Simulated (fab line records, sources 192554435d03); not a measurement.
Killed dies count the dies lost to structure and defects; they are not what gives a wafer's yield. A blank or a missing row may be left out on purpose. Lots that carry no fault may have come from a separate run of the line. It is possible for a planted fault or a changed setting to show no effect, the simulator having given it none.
fab line records | flow n5_finfet
record: lots: 5 wafers: 15 last_day: 15
route steps=1938 shown STI_FIN_REVEAL@209 DUMMY_GATE@212 ILD0@338 BEOL_M4@1111 PASSIVATION@1936
lots with no fault: from the same line, run without faults
start_h: start of the lot's first displayed wafer, in hours after the record's first day | wait_h: hours since the lot's step before | " as in the row above | L1.1+2: several wafers, shown together as one row | - value missing, or start not given | * or withheld: withheld | < > ~ a bound
route shown NAME@n: NAME is a module with steps in the file, n the number in the route of the first one | usual: the fault-free wafers' mean and standard deviation | same: alike in all rows | chamber/n: place in a boat | sites: readings site by site | _std_site: how widely they spread, as a standard deviation | _edge_site: mean of outer sites minus mean of inner sites | radius_mm: for every site, how far away it sits from the centre of the wafer | mask NAME#n: copy n | behind: tool/chamber where the wafer was last shaped | hold: reason for holding the lot/hours on hold/outcome of the hold | device: the transistor (n, p or np) that didn't switch | end of line: at the end of the route, the tests of the same wafers | for a step that has no rows: nothing shown but its recipe | killed: the dies lost at the first sort to structure and to defects; this is not the yield of the wafer | map: a wafer's dies, marking killed ones x, the rest . and places with no die _
set.NAME: the setting as run; set.NAME@STEP: as run at that earlier step | model.NAME: the simulator's own value behind a step, which no gauge read
lots at selected steps of the route; one table per step, one row per wafer
services: a tool's chamber out of use, with start hour (start_h, from the record's first day; less than 0 if before it), hours out, and reason
== steps ==
step: N5_STI_FIN_REVEAL_PRECLEAN_18
recipe: chemistry: SC2 time_s: 45 temp_c: 35 mix: 1:1:50
step: N5_STI_FIN_REVEAL_SRD_28
recipe: dry: ipa_marangoni time_s: 30 temp_c: 23 rinse_liquid: diw
step: N5_DUMMY_GATE_PRECLEAN_00
recipe: chemistry: O3/DIW time_s: 60 temp_c: 22 o3_ppm: 10
step: N5_DUMMY_GATE_SRD_01
recipe: time_s: 30 temp_c: 23 rinse_liquid: diw dry: ipa_marangoni
step: N5_DUMMY_GATE_ALD_02
recipe: material: SiO2 target_thk_a: 20 temp_c: 300 ald_precursor_family: BDEAS ald_co_reactant: O2-plasma pulse_time_s: 1 pressure_torr: 2
step: N5_DUMMY_GATE_CVD_03
recipe: material: a-Si target_thk_a: 1500 temp_c: 530 precursor: SiH4 time_s: 8042
step: N5_DUMMY_GATE_PRECLEAN_46
recipe: chemistry: DIW time_s: 89.5 temp_c: 23
step: N5_DUMMY_GATE_SRD_47
recipe: dry_time_s: 32 dry: n2_spin spin_rpm: 1500
step: N5_DUMMY_GATE_CMP_04
recipe: material: a-Si post_cmp_clean: alkaline_brush
step: N5_DUMMY_GATE_HM_DEP_06
recipe: material: SiNx target_thk_a: 800 precursor: DCS/NH3 temp_c: 700 pressure_mtorr: 300 time_s: 5141
columns lot.wafer tool chamber start_h wait_h model.SiNx_of_DUMMY_GATE_HM_DEP_06.thk_nm
L987.2 lpcvd-01 1/95 75.13 0.8 81.2
L987.4 " 1/104 " " 80.6
L987.6 " 1/114 " " 81
L992.1 lpcvd-01 0/90 103.99 0.0 80.6
L992.2 " 0/95 " " 79.6
L992.5 " 0/109 " " 80
L994.1+4 lpcvd-01 0/65,0/79 116.17 0.0 63
L994.6 " 0/89 " " 63.4
L995.1 lpcvd-01 1/40 120.63 0.0 62.6
L995.2 " 1/45 " " 63.6
L995.6 " 1/64 " " 62.2
L996.2+4 lpcvd-01 1/70,1/79 127.06 0.0 63.4
L996.6 " 1/89 " " 63
step: N5_DUMMY_GATE_PECVD_30
recipe: material: SiO2 target_thk_a: 550 temp_c: 400 precursor: TEOS/O2 pressure_torr: 6.5 rf_w: withheld teos_flow_sccm: withheld gas: O2 flow_sccm: 2650 time_s: 10.8
step: N5_DUMMY_GATE_COAT_34
recipe: resist: SOC temp_c: 250 time_s: 60 spin_rpm: 1500 resist_thk_nm: 60
step: N5_DUMMY_GATE_COAT_35
recipe: resist: SiARC temp_c: 220 time_s: 60 spin_rpm: 1500 resist_thk_nm: 10
step: N5_DUMMY_GATE_COAT_28
recipe: resist: underlayer temp_c: 205 time_s: 60 spin_rpm: 1500 resist_thk_nm: 10
step: N5_DUMMY_GATE_COAT_09
recipe: resist: CAR-EUV spin_rpm: 1500 resist_thk_nm: 30
step: N5_DUMMY_GATE_EBR_11
recipe: solvent: PGMEA ebr_width_mm: 1.5
step: N5_DUMMY_GATE_SOFTBAKE_10
recipe: temp_c: 110 time_s: 60 resist: CAR-EUV
step: N5_DUMMY_GATE_EXPOSE_12
recipe: mask_id: GATE na: 0.33 source_shape: annular sigma_inner: 0.2 sigma_outer: 0.6 polarization: unpolarized target_cd_nm: 25 dose_mj: 34
step: N5_DUMMY_GATE_PEB_13
recipe: peb_temp_c: 100 peb_time_s: 60 resist: CAR-EUV
step: N5_DUMMY_GATE_DEVELOP_14
recipe: develop_time_s: 30 developer: TMAH resist: CAR-EUV rinse_liquid: surfactant_rinse dry: air_spin dev_temp_c: 23
step: N5_DUMMY_GATE_DESCUM_20
recipe: chemistry: O2 time_s: 6.2 source_power_w: 50 bias_power_w: 20 pressure_mtorr: 20 rf_frequency_hz: 2.712e+07 temp_c: 40 resist: CAR-EUV o2_flow_sccm: 225
step: N5_DUMMY_GATE_ETCH_29
recipe: chemistry: N2/H2 target: underlayer target_depth_a: 130 ion_energy_ev: 200 pressure_mtorr: 30 source_w: 840 bias_w: 150 n2_flow_sccm: 200 h2_flow_sccm: 200
step: N5_DUMMY_GATE_ETCH_36
recipe: chemistry: CF4 target: SiARC target_depth_a: 130 pressure_mtorr: 40 source_w: 545 bias_w: 36 Ar_flow_sccm: 100 cf4_flow_sccm: 100 ion_energy_ev: 80
step: N5_DUMMY_GATE_ETCH_37
recipe: chemistry: N2/H2 target: SOC target_depth_a: 600 overetch_a: 300 temp_c: 40 ion_energy_ev: 200 pressure_mtorr: 30 source_w: 840 bias_w: 150 n2_flow_sccm: 200 h2_flow_sccm: 200
step: N5_DUMMY_GATE_STRIP_38
recipe: chemistry: N2/H2 temp_c: 40 n2_flow_sccm: 200 h2_flow_sccm: 200 rf_frequency_hz: 6e+07
step: N5_DUMMY_GATE_STRIP_39
recipe: chemistry: N2/H2 temp_c: 40 n2_flow_sccm: 200 h2_flow_sccm: 200 rf_frequency_hz: 6e+07
step: N5_DUMMY_GATE_TRIM_49
recipe: chemistry: O2 resist: SOC time_s: 29 target_cd_nm: 14 source_power_w: 300 bias_power_w: 0 O2_flow_sccm: 100 temp_c: 20
step: N5_DUMMY_GATE_STRIP_40
recipe: chemistry: CF4 resist: SiARC power_w: 300 bias_power_w: 75 pressure_mtorr: 50 cf4_flow_sccm: 150 rf_frequency_hz: 6e+07
step: N5_DUMMY_GATE_ETCH_31
recipe: chemistry: C4F6/O2 target: SiO2 mask_material: SOC target_depth_a: 825 time_s: 27.5 ion_energy_ev: 250 pressure_mtorr: 30 source_w: 345 bias_w: 185 Ar_flow_sccm: 300 C4F6_flow_sccm: 10 O2_flow_sccm: 10
step: N5_DUMMY_GATE_STRIP_41
recipe: chemistry: O2 power_w: 400 temp_c: 40 pressure_mtorr: 30 rf_frequency_hz: 6e+07 bias_power_w: 0 overash_fraction: 0.3 o2_flow_sccm: 225
step: N5_DUMMY_GATE_HM_OPEN_21
recipe: chemistry: CH3F/O2 target: SiNx target_depth_a: 1200 Ar_flow_sccm: 150 CH3F_flow_sccm: 30 O2_flow_sccm: 23 time_s: 171.4 pressure_mtorr: 30 source_w: 395 bias_w: 73 ion_energy_ev: 120.7
step: N5_DUMMY_GATE_ETCH_32
recipe: chemistry: CF4 target: SiO2 target_depth_a: 35 time_s: 3.9 ion_energy_ev: 350 pressure_mtorr: 10 icp_w: 800 bias_w: 400 cf4_flow_sccm: 80
step: N5_DUMMY_GATE_ETCH_23
recipe: chemistry: HBr/Cl2/O2 HBr_flow_sccm: 150 Cl2_flow_sccm: 80 O2_flow_sccm: 12 bias_w: 102 target_depth_a: 410 time_s: 22.3 target: poly-Si mask_material: SiO2 pressure_mtorr: 10 icp_w: 800
step: N5_DUMMY_GATE_ETCH_44
recipe: chemistry: HBr/O2 over_etch_frac: 0.7 target_depth_a: 1275 stop_on: SiO2 ion_energy_ev: 60 bias_w: 20 target: poly-Si mask_material: SiO2 pressure_mtorr: 20 icp_w: 400 HBr_flow_sccm: 120 O2_flow_sccm: 10
step: N5_ILD0_CMP_03
recipe: stop_on: SiNx t_overpolish_s: 1.9 post_cmp_clean: alkaline_brush down_force_psi: 4.1491 platen_rpm: 51.796 pad_velocity_m_s: 1.0306 target_thk_nm: 197.38
usual: motor_current_A: 12.5/0.85 overpolish_run_s: 1.902/0.01 retaining_ring_pressure_frac: 1.000/0.0051 time_to_endpoint_s: 71/4.7
columns lot.wafer tool chamber start_h wait_h motor_current_A overpolish_run_s retaining_ring_pressure_frac time_to_endpoint_s model.SiNx_of_DUMMY_GATE_HM_DEP_06.thk_nm
L987.4 cmp-02 0 95.40 0.1 14.0 1.896 0.998 68 77.6
L987.2 " 1 " " 13.0 1.887 0.996 74 78
L987.6 " 3 " " 10.9 1.906 0.996 70 78
L992.1 cmp-02 0 123.91 0.3 12.1 1.895 1.008 66 77.6
L992.2 " 3 " " 11.5 1.897 1.011 67 76.4
L992.5 " 0 " " 13.2 1.907 1.005 68 77
L994.4 cmp-02 1 137.18 0.1 13.0 1.889 1.000 73 60
L994.1 " 3 " " 11.2 1.895 1.003 66 60
L994.6 " 1 " " 12.6 1.881 1.005 72 60.4
L995.2 cmp-02 1 142.32 0.0 13.4 1.893 0.998 68 60.6
L995.1 " 2 " " 12.2 1.901 0.990 69 59.6
L995.6 " 2 " " 12.9 1.878 0.997 70 59.2
L996.2 cmp-01 1 149.48 0.1 12.9 1.887 1.002 69 60.4
L996.4 " 2 " " 11.9 1.904 1.002 69 60.4
L996.6 " 2 " " 12.1 1.915 1.000 72 60
step: N5_BEOL_M4_RC_MEAS_101
usual: DIBL_N: 35.9/1.6 DIBL_P: 35.6/2.1 IOFF_N: 0.149/0.029 IOFF_P: 0.20/0.033 ION_N: 671/11 ION_P: 460/7.3 SS_N: 71.4/0.62 SS_P: 73.2/0.65 VT_N: 251/3.1 VT_P: -251/3.4
columns lot.wafer tool chamber start_h wait_h DIBL_N[mV/V] DIBL_P[mV/V] IOFF_N[nA/um] IOFF_P[nA/um] ION_N[uA/um] ION_P[uA/um] SS_N[mV/dec] SS_P[mV/dec] VT_N[mV] VT_P[mV]
L987.2 prober-02 0 199.87 0.2 32.4 30.0 0.096 0.14 664 464 70.0 71.4 256 -251
L987.4 " 0 " " 37.6 35.8 0.164 0.21 673 468 72.2 72.9 249 -251
L987.6 " 0 " " 34.1 31.9 0.115 0.17 673 464 70.5 72.5 254 -250
L992.1 prober-01 0 230.41 0.0 38.3 38.9 0.210 0.23 695 468 71.7 74.2 244 -247
L992.2 " 0 " " 37.5 38.4 0.208 0.23 694 471 72.0 73.6 244 -248
L992.5 " 0 " " 39.1 40.7 0.229 0.26 685 470 72.0 74.2 247 -248
L994.1 prober-02 0 233.55 0.0 37.7 37.6 0.173 0.20 676 452 72.1 73.4 250 -253
L994.4 " 0 " " 35.5 35.1 0.132 0.16 651 448 70.6 72.9 254 -258
L994.6 " 0 " " 36.4 36.5 0.149 0.19 669 456 71.3 73.9 252 -254
L995.1 prober-01 0 246.60 0.0 34.1 31.6 0.125 0.17 665 459 71.2 72.4 250 -253
L995.2 " 0 " " 35.4 34.4 0.139 0.21 665 465 71.1 73.7 250 -249
L995.6 " 0 " " 33.1 31.5 0.106 0.16 668 457 70.7 72.6 253 -251
L996.2 prober-02 0 254.39 0.2 35.6 36.1 0.141 0.19 671 457 71.3 73.5 253 -251
L996.4 " 0 " " 39.2 39.5 0.203 0.25 683 461 72.8 74.5 250 -250
L996.6 " 0 " " 35.9 36.3 0.152 0.20 669 465 71.5 73.1 251 -251
step: N5_PASSIVATION_PROBE_49
usual: defect_limited_yield: 90.9/1.5 killed_at_M0_to_M3: 36/9.9 killed_at_M4_up: 13/4.5 killed_at_contacts: 13/6.4 killed_at_front_end: 42/12 killed_at_other: 3.4/3 killed_dies: 107/18 killed_open: 69/13 killed_short: 35/8.2 sort_bin_5_function: 5.3/1.1 sort_bin_6_memory: 3.4/0.69 sort_n_pass: 1073/18 sort_yield_pct: 90.9/1.5
same: gross_dies: 1180 killed_at_back_side: 0 sort_bin_4_leakage[%]: 0 sort_bin_8_speed[%]: 0
columns lot.wafer tool chamber start_h wait_h defect_limited_yield[%] killed_at_M0_to_M3 killed_at_M4_up killed_at_contacts killed_at_front_end killed_at_other killed_dies killed_open killed_short sort_bin_5_function[%] sort_bin_6_memory[%] sort_n_pass sort_yield_pct[%]
L995.1 prober-02 - 343.95 0.0 94.0 27 6 5 30 3 71 45 24 3.8 2.2 1109 94.0
L995.2 prober-02 - 344.00 0.1 94.4 18 11 8 26 3 66 48 16 2.5 2.8 1114 94.4
L995.6 prober-02 - 344.20 0.3 92.4 37 8 5 37 3 90 57 27 3.5 3.2 1090 92.4
killed by level:class
L995.1 BEOL_M3:geometric_particle:open=13 STI_FIN_REVEAL:geometric_particle:open=8 GATE_CUT:geometric_particle:short=6 FIN_SAQP:geometric_particle:open=5 BEOL_M0_SAQP:geometric_particle:short=4 STARTING-WAFER:geometric_particle:short=4 MOL_CONTACT_COAG:geometric_particle:open=3 BEOL_M2:geometric_particle:open=3
L995.2 FIN_SAQP:geometric_particle:open=6 BEOL_M0_SAQP:geometric_particle:open=6 STI_FIN_REVEAL:geometric_particle:open=5 MOL_CONTACT_COAG:geometric_particle:open=5 BEOL_M0:geometric_particle:open=4 BEOL_M4:geometric_particle:open=4 GATE_CUT:geometric_particle:open=3 BEOL_M1:geometric_particle:open=3
L995.6 BEOL_M0_SAQP:geometric_particle:open=8 BEOL_M2:geometric_particle:open=7 STI_FIN_REVEAL:geometric_particle:open=6 GATE_CUT:geometric_particle:short=6 BEOL_M1:geometric_particle:open=6 BEOL_M0_SAQP:geometric_particle:short=6 BEOL_M3:geometric_particle:open=5 HKMG_FIN:area_etch=5
== services ==
columns tool chamber start_h hours kind
cmp-02 - 60.58 4.0 pm
cmp-02 - 64.58 - consumable_replace:conditioner
cmp-02 - 64.58 - consumable_replace:pad
cmp-02 - 79.23 1.9 repair
cmp-02 - 95.88 5.4 pm
cmp-01 - 121.33 4.0 pm
cmp-02 - 148.75 66.2 repair
== key ==
first_sign none at tools or gauges
model_effect: step: N5_DUMMY_GATE_HM_DEP_06 value: SiNx_of_DUMMY_GATE_HM_DEP_06.thk_nm without: 80.07 struck: 63.07
model_effect: step: N5_ILD0_CMP_03 value: SiNx_of_DUMMY_GATE_HM_DEP_06.thk_nm without: 77.02 struck: 60.07
met_at N5_DUMMY_GATE_HM_DEP_06
struck_wafers L994.1,L994.4,L994.6,L995.1,L995.2,L995.6,L996.2,L996.4,L996.6
also_fits time
fault: kind: process_parameter_drift tool: lpcvd-01 chamber: - onset_h: 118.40 steps: N5_DUMMY_GATE_HM_DEP_06 channel: time_s offset: * shape: step end_h: 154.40 acts_in: * stated: *
